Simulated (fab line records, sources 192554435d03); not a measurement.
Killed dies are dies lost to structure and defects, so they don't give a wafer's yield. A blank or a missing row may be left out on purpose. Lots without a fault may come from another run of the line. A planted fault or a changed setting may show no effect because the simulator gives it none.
Which tool did it? | flow n5_finfet | 20 lots, 60 wafers sampled, at 6 steps of a route of 1938

WHAT THE GAUGES READ, wafer by wafer
The record holds no reading of a measuring or inspecting step that can be judged against a usual standard deviation.

WHICH TOOL RAN EACH LOT (tool, then ch and the chambers of the sampled wafers, then the start)
lot  | N5_FIN_SAQP_HM_DEP_72          | N5_FIN_SAQP_SPACER2_ALD_28       | N5_FIN_SAQP_HM_OPEN_33            | N5_FIN_SAQP_ETCH_34               | N5_FIN_SAQP_FIN_ETCH_36         | N5_FIN_CUT_CUT_ETCH_28
L075 | pecvd-03 ch 0,1, day 2 03:55   | ald_sin-02 ch 0,2,3, day 2 08:07 | rie_diel-03 ch 0,1,3, day 2 08:41 | rie_diel-03 ch 0,1,3, day 2 08:45 | rie_si-02 ch 1,2, day 2 08:58   | rie_si-06 ch 2,3, day 2 10:20
L076 | pecvd-01 ch 0,1, day 2 10:04   | ald_sin-02 ch 0,2, day 2 13:46   | rie_diel-06 ch 2,3, day 2 14:22   | rie_diel-06 ch 2,3, day 2 14:26   | rie_si-02 ch 1,2, day 2 14:39   | rie_si-06 ch 0,1,3, day 2 16:05
L077 | pecvd-01 ch 0,2, day 2 16:02   | ald_sin-04 ch 0,3, day 2 20:13   | rie_diel-06 ch 0,1,3, day 2 20:47 | rie_diel-06 ch 0,1,3, day 2 20:52 | rie_si-05 ch 0,1,3, day 2 21:05 | rie_si-06 ch 0,1,3, day 2 22:28
L078 | pecvd-01 ch 0,2, day 2 21:55   | ald_sin-04 ch 1,2,3, day 3 04:08 | rie_diel-03 ch 1,3, day 3 04:42   | rie_diel-03 ch 1,3, day 3 04:46   | rie_si-02 ch 0,2,3, day 3 04:59 | rie_si-06 ch 0,2,3, day 3 06:28
L080 | pecvd-02 ch 0,1,2, day 3 09:05 | ald_sin-01 ch 0,1,2, day 3 13:05 | rie_diel-01 ch 0,1,2, day 3 13:51 | rie_diel-01 ch 0,1,2, day 3 13:55 | rie_si-05 ch 0,1,2, day 3 14:08 | rie_si-01 ch 1,2,3, day 3 15:38
L081 | pecvd-03 ch 0,1, day 3 15:46   | ald_sin-01 ch 1,2, day 3 23:34   | rie_diel-03 ch 2,3, day 4 00:08   | rie_diel-03 ch 2,3, day 4 00:12   | rie_si-04 ch 0,1, day 4 00:25   | rie_si-03 ch 0,1,2, day 4 01:47
L083 | pecvd-01 ch 0,1, day 4 03:56   | ald_sin-01 ch 0,1,3, day 4 08:00 | rie_diel-01 ch 0,2, day 4 08:38   | rie_diel-01 ch 0,2, day 4 08:42   | rie_si-05 ch 0,3, day 4 08:55   | rie_si-06 ch 0,1, day 4 10:24
L084 | pecvd-02 ch 0,1, day 4 11:01   | ald_sin-04 ch 0,2,3, day 4 14:58 | rie_diel-06 ch 2,3, day 4 15:32   | rie_diel-06 ch 2,3, day 4 15:36   | rie_si-02 ch 1,2,3, day 4 15:49 | rie_si-06 ch 0,3, day 4 17:11
L085 | pecvd-02 ch 0,1, day 4 16:12   | ald_sin-04 ch 0,2,3, day 4 19:58 | rie_diel-06 ch 0,1, day 4 20:32   | rie_diel-06 ch 0,1, day 4 20:37   | rie_si-02 ch 0,3, day 4 20:50   | rie_si-03 ch 0,3, day 4 22:19
L086 | pecvd-01 ch 0,1,2, day 4 22:06 | ald_sin-04 ch 0,1,2, day 5 03:50 | rie_diel-01 ch 1,2,3, day 5 04:25 | rie_diel-01 ch 1,2,3, day 5 04:29 | rie_si-04 ch 0,3, day 5 04:43   | rie_si-06 ch 1,3, day 5 06:14
L087 | pecvd-02 ch 0,1,2, day 5 04:25 | ald_sin-04 ch 0,1,3, day 5 08:47 | rie_diel-06 ch 0,1,3, day 5 09:32 | rie_diel-06 ch 0,1,3, day 5 09:36 | rie_si-05 ch 0,2, day 5 09:49   | rie_si-03 ch 1,2,3, day 5 11:18
L088 | pecvd-02 ch 0,1, day 5 10:32   | ald_sin-01 ch 0,2, day 5 14:23   | rie_diel-06 ch 0,2, day 5 14:59   | rie_diel-06 ch 0,2, day 5 15:03   | rie_si-04 ch 0,2,3, day 5 15:16 | rie_si-01 ch 1,2, day 5 16:46
L089 | pecvd-02 ch 0,1,2, day 5 15:55 | ald_sin-04 ch 0,1,2, day 5 20:32 | rie_diel-06 ch 1,2,3, day 5 21:12 | rie_diel-06 ch 1,2,3, day 5 21:16 | rie_si-05 ch 1,2,3, day 5 21:29 | rie_si-01 ch 0,2,3, day 5 22:59
L090 | pecvd-02 ch 0,1,2, day 5 22:45 | ald_sin-01 ch 0,1, day 6 04:16   | rie_diel-03 ch 2,3, day 6 04:50   | rie_diel-03 ch 2,3, day 6 04:54   | rie_si-04 ch 0,1, day 6 05:07   | rie_si-03 ch 0,2,3, day 6 06:48
L091 | pecvd-01 ch 0,1,2, day 6 04:55 | ald_sin-01 ch 0,1, day 6 08:52   | rie_diel-03 ch 1,2,3, day 6 09:33 | rie_diel-03 ch 1,2,3, day 6 09:37 | rie_si-02 ch 0,1,2, day 6 09:50 | rie_si-06 ch 1,2,3, day 6 11:12
L092 | pecvd-02 ch 0,1,2, day 6 08:52 | ald_sin-01 ch 0,3, day 6 14:01   | rie_diel-03 ch 1,3, day 6 15:05   | rie_diel-03 ch 1,3, day 6 15:10   | rie_si-04 ch 0,2, day 6 15:22   | rie_si-01 ch 0,1,3, day 6 16:47
L093 | pecvd-03 ch 0,1, day 6 15:40   | ald_sin-02 ch 0,1,2, day 6 19:20 | rie_diel-01 ch 0,2,3, day 6 19:55 | rie_diel-01 ch 0,2,3, day 6 19:59 | rie_si-05 ch 0,1,3, day 6 20:11 | rie_si-01 ch 0,1, day 6 21:34
L095 | pecvd-03 ch 1,2, day 7 03:48   | ald_sin-01 ch 0,1,2, day 7 08:07 | rie_diel-01 ch 0,1,3, day 7 08:44 | rie_diel-01 ch 0,1,3, day 7 08:49 | rie_si-02 ch 0,1,3, day 7 09:01 | rie_si-03 ch 0,2,3, day 7 10:23
L096 | pecvd-03 ch 0,2, day 7 09:32   | ald_sin-02 ch 0,2,3, day 7 13:13 | rie_diel-01 ch 0,1,2, day 7 13:47 | rie_diel-01 ch 0,1,2, day 7 13:51 | rie_si-02 ch 1,2,3, day 7 14:04 | rie_si-06 ch 0,2,3, day 7 15:26
L097 | pecvd-03 ch 0,2, day 7 15:10   | ald_sin-01 ch 0,1,3, day 7 20:16 | rie_diel-06 ch 0,2,3, day 7 20:55 | rie_diel-06 ch 0,2,3, day 7 20:59 | rie_si-05 ch 1,3, day 7 21:13   | rie_si-03 ch 0,2,3, day 7 22:34
- N5_FIN_SAQP_HM_DEP_72: deposits SiO2 from SiH4/N2O, target thk 12 nm, time 7.2 s.
- N5_FIN_SAQP_SPACER2_ALD_28: deposits SiO2, target thk 8.1 nm, pulse time 1 s, purge time 2 s.
- N5_FIN_SAQP_HM_OPEN_33: chemistry CH3F/O2, target SiNx, target depth 49.4 nm, time 70.6 s.
- N5_FIN_SAQP_ETCH_34: etches SiO2 in C4F6/O2, target depth 45 nm, time 15 s.
- N5_FIN_SAQP_FIN_ETCH_36: etches the open film in HBr/Cl2/O2, target depth 120 nm, time 50.4 s.
- N5_FIN_CUT_CUT_ETCH_28: etches Si in HBr/Cl2/O2, target depth 6 nm, time 2.4 s.

WHAT THE TOOLS THEMSELVES READ (means of the sampled wafers that have a number; where no wafer has one, the mark that the record gives instead)
N5_FIN_SAQP_HM_DEP_72.
lot  | tool     | heater_power_w (W) | showerhead_plenum_p_Torr (Torr)
L075 | pecvd-03 | 845                | 8.02
L076 | pecvd-01 | 686                | 7.96
L077 | pecvd-01 | 728                | 7.99
L078 | pecvd-01 | 699                | 7.90
L080 | pecvd-02 | 764                | 8.33
L081 | pecvd-03 | 804                | 8.05
L083 | pecvd-01 | 702                | 7.89
L084 | pecvd-02 | 744                | 8.23
L085 | pecvd-02 | 813                | 8.24
L086 | pecvd-01 | 678                | 7.99
L087 | pecvd-02 | 762                | 8.34
L088 | pecvd-02 | 796                | 8.23
L089 | pecvd-02 | 746                | 8.33
L090 | pecvd-02 | 746                | 8.31
L091 | pecvd-01 | 701                | 7.99
L092 | pecvd-02 | 835                | 8.33
L093 | pecvd-03 | 822                | 8.05
L095 | pecvd-03 | 878                | 8.12
L096 | pecvd-03 | 958                | 8.04
L097 | pecvd-03 | 944                | 8.09

N5_FIN_SAQP_SPACER2_ALD_28.
lot  | tool       | heater_power_w (W) | precursor_pulse_height_rel
L075 | ald_sin-02 | 463                | 1.007
L076 | ald_sin-02 | 492                | 0.993
L077 | ald_sin-04 | 462                | 1.005
L078 | ald_sin-04 | 460                | 1.007
L080 | ald_sin-01 | 447                | 0.996
L081 | ald_sin-01 | 490                | 0.995
L083 | ald_sin-01 | 443                | 0.996
L084 | ald_sin-04 | 437                | 0.993
L085 | ald_sin-04 | 445                | 0.995
L086 | ald_sin-04 | 442                | 0.985
L087 | ald_sin-04 | 468                | 1.007
L088 | ald_sin-01 | 484                | 1.016
L089 | ald_sin-04 | 444                | 1.028
L090 | ald_sin-01 | 402                | 1.019
L091 | ald_sin-01 | 394                | 1.017
L092 | ald_sin-01 | 452                | 1.010
L093 | ald_sin-02 | 515                | 0.992
L095 | ald_sin-01 | 442                | 1.007
L096 | ald_sin-02 | 467                | 0.994
L097 | ald_sin-01 | 431                | 1.004

N5_FIN_SAQP_HM_OPEN_33.
lot  | tool        | bias_w (W) | drypump_motor_current_A (A) | etch_rf_on_time_s (s) | oes_ar_750_au (a.u.) | oes_f_703_au (a.u.) | oes_product_au (a.u.) | rf_vpp_V (V) | showerhead_plenum_p_Torr (Torr) | throttle_valve_pct (%)
L075 | rie_diel-03 | 73.16      | 5.9                         | 69.2                  | 0.72                 | 0.72                | 0.60                  | 295          | 2.00                            | 16.55
L076 | rie_diel-06 | 72.72      | 5.6                         | 68.8                  | 0.78                 | 0.80                | 0.66                  | 295          | 2.02                            | 16.57
L077 | rie_diel-06 | 72.99      | 5.6                         | 69.8                  | 0.78                 | 0.79                | 0.66                  | 296          | 2.00                            | 16.47
L078 | rie_diel-03 | 72.76      | 5.9                         | 68.5                  | 0.73                 | 0.75                | 0.61                  | 291          | 1.97                            | 16.39
L080 | rie_diel-01 | 73.11      | 6.1                         | 69.8                  | 0.80                 | 0.81                | 0.67                  | 293          | 2.03                            | 16.34
L081 | rie_diel-03 | 72.77      | 5.6                         | 69.0                  | 0.73                 | 0.74                | 0.62                  | 292          | 1.99                            | 16.41
L083 | rie_diel-01 | 73.02      | 5.8                         | 69.2                  | 0.74                 | 0.76                | 0.61                  | 290          | 2.01                            | 16.58
L084 | rie_diel-06 | 72.94      | 5.7                         | 68.3                  | 0.77                 | 0.78                | 0.65                  | 296          | 2.02                            | 16.60
L085 | rie_diel-06 | 72.99      | 5.7                         | 69.1                  | 0.92                 | 0.92                | 0.79                  | 301          | 2.14                            | 16.16
L086 | rie_diel-01 | 72.88      | 5.7                         | 68.9                  | 0.79                 | 0.80                | 0.67                  | 294          | 2.00                            | 16.33
L087 | rie_diel-06 | 73.11      | 5.6                         | 69.7                  | 0.85                 | 0.86                | 0.72                  | 299          | 2.08                            | 16.36
L088 | rie_diel-06 | 73.11      | 5.5                         | 70.0                  | 0.75                 | 0.75                | 0.63                  | 300          | 2.08                            | 16.53
L089 | rie_diel-06 | 73.09      | 5.7                         | 69.6                  | 0.81                 | 0.82                | 0.69                  | 297          | 2.07                            | 16.44
L090 | rie_diel-03 | 73.22      | 5.5                         | 70.5                  | 0.88                 | 0.89                | 0.75                  | 293          | 2.02                            | 16.26
L091 | rie_diel-03 | 73.09      | 5.7                         | 69.8                  | 0.87                 | 0.88                | 0.73                  | 293          | 1.99                            | 16.28
L092 | rie_diel-03 | 72.83      | 5.9                         | 68.7                  | 0.85                 | 0.87                | 0.71                  | 293          | 1.97                            | 16.31
L093 | rie_diel-01 | 72.71      | 5.8                         | 70.9                  | 0.72                 | 0.73                | 0.60                  | 291          | 2.00                            | 16.57
L095 | rie_diel-01 | 73.02      | 6.2                         | 69.2                  | 0.76                 | 0.77                | 0.65                  | 295          | 2.02                            | 16.38
L096 | rie_diel-01 | 72.98      | 6.1                         | 69.6                  | 0.77                 | 0.78                | 0.65                  | 293          | 2.02                            | 16.41
L097 | rie_diel-06 | 73.23      | 5.5                         | 68.5                  | 0.75                 | 0.76                | 0.64                  | 299          | 2.05                            | 16.57

N5_FIN_SAQP_ETCH_34.
lot  | tool        | bias_w (W) | drypump_motor_current_A (A) | etch_rf_on_time_s (s) | oes_ar_750_au (a.u.) | oes_f_703_au (a.u.) | oes_product_au (a.u.) | rf_vpp_V (V) | showerhead_plenum_p_Torr (Torr) | throttle_valve_pct (%)
L075 | rie_diel-03 | 185.0      | 5.8                         | 14.86                 | 0.71                 | 0.71                | 0.60                  | 659          | 2.85                            | 21.27
L076 | rie_diel-06 | 185.4      | 5.6                         | 14.74                 | 0.78                 | 0.80                | 0.66                  | 659          | 2.88                            | 21.32
L077 | rie_diel-06 | 184.8      | 5.6                         | 14.89                 | 0.78                 | 0.78                | 0.66                  | 665          | 2.86                            | 21.22
L078 | rie_diel-03 | 184.5      | 5.8                         | 14.84                 | 0.73                 | 0.74                | 0.61                  | 651          | 2.81                            | 21.08
L080 | rie_diel-01 | 185.0      | 6.1                         | 15.20                 | 0.80                 | 0.81                | 0.67                  | 656          | 2.89                            | 21.05
L081 | rie_diel-03 | 185.2      | 5.6                         | 14.97                 | 0.72                 | 0.74                | 0.61                  | 653          | 2.84                            | 21.09
L083 | rie_diel-01 | 184.8      | 5.8                         | 15.15                 | 0.74                 | 0.75                | 0.61                  | 648          | 2.86                            | 21.26
L084 | rie_diel-06 | 185.7      | 5.6                         | 14.83                 | 0.77                 | 0.77                | 0.65                  | 659          | 2.87                            | 21.34
L085 | rie_diel-06 | 185.0      | 5.8                         | 14.82                 | 0.92                 | 0.92                | 0.79                  | 674          | 3.03                            | 20.97
L086 | rie_diel-01 | 184.9      | 5.7                         | 14.95                 | 0.79                 | 0.79                | 0.67                  | 659          | 2.85                            | 21.04
L087 | rie_diel-06 | 185.1      | 5.6                         | 14.88                 | 0.85                 | 0.85                | 0.73                  | 667          | 2.96                            | 21.13
L088 | rie_diel-06 | 185.2      | 5.4                         | 14.98                 | 0.74                 | 0.74                | 0.64                  | 674          | 2.96                            | 21.29
L089 | rie_diel-06 | 185.5      | 5.8                         | 14.94                 | 0.81                 | 0.82                | 0.69                  | 665          | 2.94                            | 21.20
L090 | rie_diel-03 | 185.0      | 5.4                         | 15.16                 | 0.89                 | 0.89                | 0.75                  | 655          | 2.87                            | 21.02
L091 | rie_diel-03 | 185.1      | 5.7                         | 15.12                 | 0.87                 | 0.87                | 0.72                  | 654          | 2.84                            | 21.07
L092 | rie_diel-03 | 185.0      | 5.9                         | 15.18                 | 0.85                 | 0.86                | 0.71                  | 652          | 2.81                            | 21.09
L093 | rie_diel-01 | 184.8      | 5.8                         | 15.09                 | 0.71                 | 0.73                | 0.60                  | 653          | 2.85                            | 21.25
L095 | rie_diel-01 | 184.8      | 6.2                         | 15.14                 | 0.77                 | 0.77                | 0.65                  | 660          | 2.88                            | 21.07
L096 | rie_diel-01 | 184.9      | 6.1                         | 15.08                 | 0.77                 | 0.78                | 0.65                  | 656          | 2.87                            | 21.10
L097 | rie_diel-06 | 185.2      | 5.4                         | 14.98                 | 0.75                 | 0.75                | 0.64                  | 668          | 2.91                            | 21.32

N5_FIN_SAQP_FIN_ETCH_36.
lot  | tool      | bias_w (W) | drypump_motor_current_A (A) | oes_product_au (a.u.) | throttle_valve_pct (%)
L075 | rie_si-02 | 102.0      | 5.5                         | 1.027                 | 36.1
L076 | rie_si-02 | 102.1      | 5.5                         | 1.019                 | 36.1
L077 | rie_si-05 | 102.0      | 5.1                         | 1.007                 | 36.3
L078 | rie_si-02 | 101.5      | 5.8                         | 1.013                 | 36.3
L080 | rie_si-05 | 102.1      | 5.3                         | 0.996                 | 36.0
L081 | rie_si-04 | 102.2      | 6.1                         | 0.996                 | 35.9
L083 | rie_si-05 | 102.0      | 5.1                         | 1.008                 | 36.0
L084 | rie_si-02 | 102.0      | 5.8                         | 1.023                 | 36.1
L085 | rie_si-02 | 101.7      | 5.6                         | 1.006                 | 36.5
L086 | rie_si-04 | 101.8      | 5.9                         | 0.987                 | 36.0
L087 | rie_si-05 | 102.0      | 5.4                         | 0.995                 | 35.8
L088 | rie_si-04 | 101.9      | 5.8                         | 0.986                 | 36.0
L089 | rie_si-05 | 101.7      | 5.6                         | 1.013                 | 36.2
L090 | rie_si-04 | 102.2      | 5.7                         | 1.000                 | 35.9
L091 | rie_si-02 | 101.9      | 5.5                         | 1.007                 | 36.3
L092 | rie_si-04 | 101.9      | 6.2                         | 0.988                 | 35.8
L093 | rie_si-05 | 102.0      | 5.2                         | 1.010                 | 36.3
L095 | rie_si-02 | 101.9      | 5.3                         | 1.002                 | 36.4
L096 | rie_si-02 | 102.1      | 5.8                         | 1.022                 | 36.2
L097 | rie_si-05 | 101.7      | 5.4                         | 1.004                 | 36.4

N5_FIN_CUT_CUT_ETCH_28.
lot  | tool      | drypump_motor_current_A (A) | oes_product_au (a.u.) | throttle_valve_pct (%)
L075 | rie_si-06 | 6.2                         | 0.991                 | 37.1
L076 | rie_si-06 | 5.2                         | 0.990                 | 37.6
L077 | rie_si-06 | 5.2                         | 0.982                 | 37.6
L078 | rie_si-06 | 5.8                         | 0.989                 | 37.3
L080 | rie_si-01 | 5.8                         | 0.990                 | 37.5
L081 | rie_si-03 | 5.4                         | 1.001                 | 37.3
L083 | rie_si-06 | 5.2                         | 0.998                 | 37.5
L084 | rie_si-06 | 5.5                         | 0.982                 | 37.6
L085 | rie_si-03 | 5.4                         | 0.991                 | 37.2
L086 | rie_si-06 | 5.3                         | 0.980                 | 37.8
L087 | rie_si-03 | 5.7                         | 1.000                 | 37.2
L088 | rie_si-01 | 5.7                         | 0.979                 | 37.5
L089 | rie_si-01 | 5.6                         | 1.003                 | 37.5
L090 | rie_si-03 | 5.5                         | 1.006                 | 37.1
L091 | rie_si-06 | 5.6                         | 0.986                 | 37.5
L092 | rie_si-01 | 5.5                         | 0.997                 | 37.4
L093 | rie_si-01 | 5.2                         | 0.991                 | 37.4
L095 | rie_si-03 | 5.4                         | 1.003                 | 37.1
L096 | rie_si-06 | 5.8                         | 0.984                 | 37.3
L097 | rie_si-03 | 5.5                         | 1.011                 | 37.1

THE ANSWER, worked out from the rows above alone
Rule: what is usual is taken from the lots themselves. Put in order of their means at a reading, lots are off if they are a third of the lots or fewer, leave a main group of 4 or more, and stand apart from it by a gap of 3 or more times the standard deviation of the main group's means; of several such gaps the widest counts. A main group whose means are all the same, to the digits that the tables above print for the reading, isn't used. A lot without any number at a reading at which 4 lots or more have one is off too. The other lots that the step has rows for count as sound. The gauges are gone through in route order, then the tools' own readings, and for those a lot's mean is taken as printed above. The first step at which some lot is off is used, and at that step the reading that is off furthest; a lot without a number counts as furthest.
No lot is off at any reading shown: from this, nothing can be told.

WHAT THE SIMULATOR HAD PUT IN
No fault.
